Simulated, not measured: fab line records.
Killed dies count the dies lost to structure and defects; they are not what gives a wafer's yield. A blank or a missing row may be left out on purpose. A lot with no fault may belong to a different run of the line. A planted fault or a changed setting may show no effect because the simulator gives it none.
Struck lot and sound lot, side by side ; flow n5Finfet ; 37 steps out of a route of 1938
Sound: wafers L650.2, L650.5, L650.6. Wafers struck: L653.2, L653.3, L653.6. The cause is named last.
Per side, at each step with rows, come the tool, then ch with its chambers, and then its first start. Under that, the readings that differ: sound wafers ; struck wafers ; difference of the means ; sigmas: that difference in standard deviations of wafers without a fault.
alike: readings whose means differ by less than 2 such deviations, and words and numbers that are the same on both sides. not compared: withheld readings, readings that some wafer has no value for, bounds like >300 that may hide the same value, and numbers for which the record gives no deviation and whose values overlap.
Wherever a step has rows on one side only, a row that says differs or no value, or a row with sigmas, the two part there. Non-overlapping numbers with no deviation appear without sigmas and do not part them. A reading missing from all wafers of one side parts the sides only when that side holds two or more wafers.

first, 9 steps without rows for these wafers: N5_PASSIVATION_HARDBAKE_11 (time 120 s); N5_PASSIVATION_DESCUM_12 (chemistry O2, time 7.9 s); N5_PASSIVATION_PASS_ETCH_74 (etches SiNx in CF4/O2, target depth 220 nm, time 110 s); N5_PASSIVATION_VIA_ETCH_13 (etches SiO2 in CHF3/O2, target depth 660 nm, time 330 s); N5_PASSIVATION_STRIP_14 (strips in O2); N5_PASSIVATION_ETCH_15 (etches SiCN in CF4/N2, target depth 75 nm, time 81.2 s); N5_PASSIVATION_STRIP_73 (strips in post etch residue remover, time 60 s); N5_PASSIVATION_SRD_17 (time 30 s, dry time 30 s); N5_PASSIVATION_DEGAS_18 (time 60 s).
N5_PASSIVATION_PRE_CLEAN_19:
  sound on pvdSputter-01 at day 16 15:20; struck on pvdSputter-02 at day 17 14:11
  alike: heaterPowerW
then, 26 steps without rows for these wafers: N5_PASSIVATION_SPUTTER_20 (material TaN, target thk 50 nm); N5_PASSIVATION_AL_DEP_21 (deposits Al, target thk 2800 nm, time 170 s); N5_PASSIVATION_HMDS_23 (time 60 s); N5_PASSIVATION_COAT_24; N5_PASSIVATION_EBR_26; N5_PASSIVATION_SOFTBAKE_25 (time 90 s); N5_PASSIVATION_EXPOSE_27 (exposes mask PAD, defocus 0 nm); N5_PASSIVATION_PEB_28; N5_PASSIVATION_DEVELOP_29 (develop time 60 s); N5_PASSIVATION_HARDBAKE_31 (time 120 s); N5_PASSIVATION_DESCUM_32 (chemistry O2, time 7.9 s); N5_PASSIVATION_AL_ETCH_33 (etches Al in Cl2/BCl3, stops on TaN, target depth 2800 nm, time 466.7 s); N5_PASSIVATION_ETCH_59 (etches TaN in Cl2/BCl3, target depth 65 nm, time 34.9 s); N5_PASSIVATION_STRIP_34 (strips in O2); N5_PASSIVATION_STRIP_51 (strips in post etch residue remover, time 1200 s); N5_PASSIVATION_CLEAN_69 (cleans in IPA, time 180 s); N5_PASSIVATION_SRD_70 (time 30 s); N5_PASSIVATION_PECVD_53 (deposits SiO2 from TEOS/O2, target thk 800 nm, time 169.4 s); N5_PASSIVATION_PECVD_35 (deposits SiNx from SiH4/NH3/N2, target thk 700 nm, time 151.3 s); N5_PASSIVATION_HMDS_37 (time 60 s); N5_PASSIVATION_COAT_38; N5_PASSIVATION_EBR_40; N5_PASSIVATION_SOFTBAKE_39 (time 120 s); N5_PASSIVATION_EXPOSE_41 (exposes mask PASS OPEN, defocus 0 nm, target cd 40000 nm); N5_PASSIVATION_PEB_42; N5_PASSIVATION_DEVELOP_43 (develop time 60 s).
N5_PASSIVATION_PROBE_49:
  sound on prober-02 at day 16 21:01; struck on prober-02 at day 17 20:51
reading;sound;struck;difference;sigmas
defectLimitedYield (%);91.9;79.7 84.1 84.0;-9.3;-6
killed_at_M0_to_M3;27;47 66 53;+28;+3
killedAtOther;4;131 58 85;+87;+28
killedDies;95;240 188 189;+111;+7
killedOnRim;10;23 35 26;+18;+5
sort_bin_5_function (%);5.0;12.4 9.6 9.7;+5.6;+6
sortNPass;1085;940 992 991;-111;-7
sortYieldPct (%);91.9;79.7 84.1 84.0;-9.3;-6
  alike: killed_at_M4_up, killedAtContacts, killedAtFrontEnd, killedOpen, killedShort, sort_bin_6_memory

## WHERE THEY PART
Only at N5_PASSIVATION_PROBE_49, within this record.

WHY: the cause the simulator had injected
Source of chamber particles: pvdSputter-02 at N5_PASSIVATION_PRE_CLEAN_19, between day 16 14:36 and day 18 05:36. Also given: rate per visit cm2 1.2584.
